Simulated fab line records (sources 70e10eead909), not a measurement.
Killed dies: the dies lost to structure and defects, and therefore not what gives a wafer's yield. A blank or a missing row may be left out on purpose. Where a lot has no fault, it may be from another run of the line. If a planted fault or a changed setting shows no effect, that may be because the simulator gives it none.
A lot that was struck, set against a sound lot ; flow nandHarc ; 16 steps out of a route of 1302
Sound: wafers L266.3, L266.4, L266.6. Struck: wafer L268.5 (left out: L268.2, L268.4 of the same lot, which were not struck); the cause appears at the end.
At each step with rows: each side's tool, then ch and its chambers, then its first start. Under that, the readings that differ: sound wafers ; struck wafers ; difference of the means ; sigmas: that difference in standard deviations of wafers without a fault.
alike: words and numbers the same on both sides, and readings whose means are apart by under 2 such deviations; not compared: readings that were withheld, readings missing a value for some wafer, numbers with overlapping values and no deviation given by the record, and bounds like >300 which may hide the same value.
A row with sigmas, a row that says differs or no value, or rows on one side alone: a step with any of these is where the two part. Numbers that have no deviation but don't overlap get no sigmas and don't part them. Lack of a reading on every wafer of one side parts them only where that side has two or more wafers.

NHARC_A_M0_OVL_MEAS_10: pitch 160 nm.
  struck on overlay-01, day 27 20:27; sound on overlay-01, day 26 08:29
  alike: overlayXNm, overlayYNm
NHARC_A_M0_INSPECT_11:
  struck on defectInspect-02, day 27 20:29; sound on defectInspect-01, day 26 08:31
  alike: rawDefectCount
NHARC_A_M0_DESCUM_14: chemistry O2, time 3 s.
  sound on rieDiel-05 ch 0,1,2, day 26 08:35; struck on rieDiel-05 ch 3, day 27 20:33
  alike: chamberPressureMTorr, drypumpMotorCurrentA, o2FlowSccm, oesProductAu, rfVppV, showerheadPlenumPTorr, throttleValvePct
  not compared: rfHoursCounterH
NHARC_A_M0_ETCH_34: etches the open film in N2/H2, target depth 40 nm, overetch 12 nm, time 43.94 s.
  sound on rieDiel-05 ch 1,2, day 26 08:40; struck on rieDiel-05 ch 0, day 27 20:38
  alike: chamberPressureMTorr, drypumpMotorCurrentA, oesProductAu, rfVppV, showerheadPlenumPTorr, throttleValvePct
  not compared: rfHoursCounterH
then, 1 step without rows for these wafers: NHARC_A_M0_ETCH_15 (etches the open film in C4F8/Ar, target depth 150 nm, overetch 15 nm, time 82.5 s).
NHARC_A_M0_CD_MEAS_16:
  struck on cdSem-03, day 27 20:51; sound on cdSem-02, day 26 08:53
  alike: cdNm
NHARC_A_M0_STRIP_18: strips in N2/H2.
  sound on rieDiel-09 ch 1,2, day 26 08:59; struck on rieDiel-11 ch 1, day 27 20:58
reading;sound;struck;difference;sigmas
rfVppV (V);91.3 89.7 90.3;92.4;+2.0;+2
  alike: chamberPressureMTorr, drypumpMotorCurrentA, oesProductAu, showerheadPlenumPTorr, throttleValvePct
  not compared: rfHoursCounterH
then, 1 step without rows for these wafers: NHARC_A_M0_STRIP_19 (strips in post etch residue remover, time 600 s).
NHARC_A_M0_DEGAS_28: time 60 s.
  struck on pvdSputter-03, day 27 21:28; sound on pvdSputter-01, day 26 09:33
  alike: heaterPowerW
NHARC_A_M0_PRE_CLEAN_29: time 30 s.
  sound on pvdSputter-01; struck on pvdSputter-03
  alike: heaterPowerW
then, 2 steps without rows for these wafers: NHARC_A_M0_PVD_20 (deposits TaN, target thk 5 nm, time 8.06 s); NHARC_A_M0_PVD_21 (deposits Cu, target thk 30 nm, time 20.49 s).
NHARC_A_M0_ECD_22: material Cu, target thk 400 nm.
  sound on ecdCu-02 ch 0,1, day 26 10:01; struck on ecdCu-01 ch 0,1, day 27 21:53
then, 1 step without rows for these wafers: NHARC_A_M0_ANNEAL_30 (time 90 s).
NHARC_A_M0_CMP_23: polishes, t overpolish 20 s, target thk 113.75 nm.
  sound on cmp-01 ch 0,1,2, day 26 10:37; struck on cmp-03 ch 3, day 27 22:33
reading;sound;struck;difference;sigmas
timeToEndpointS (s);30.5 29.3 28.5;6.8;-22.6;-8
  alike: motorCurrentA, slurryFilterDpKPa
NHARC_A_M0_THK_MEAS_24: measures by xrf.
  struck on filmMetro-02, day 27 22:52; sound on filmMetro-01, day 26 10:56
  alike: thkNm

## WHERE THEY PART
Earliest at NHARC_A_M0_STRIP_18; latest, in this record, at NHARC_A_M0_CMP_23. Later steps at which nothing parts them and some readings are alike: NHARC_A_M0_THK_MEAS_24.

WHY: whatever the simulator had introduced
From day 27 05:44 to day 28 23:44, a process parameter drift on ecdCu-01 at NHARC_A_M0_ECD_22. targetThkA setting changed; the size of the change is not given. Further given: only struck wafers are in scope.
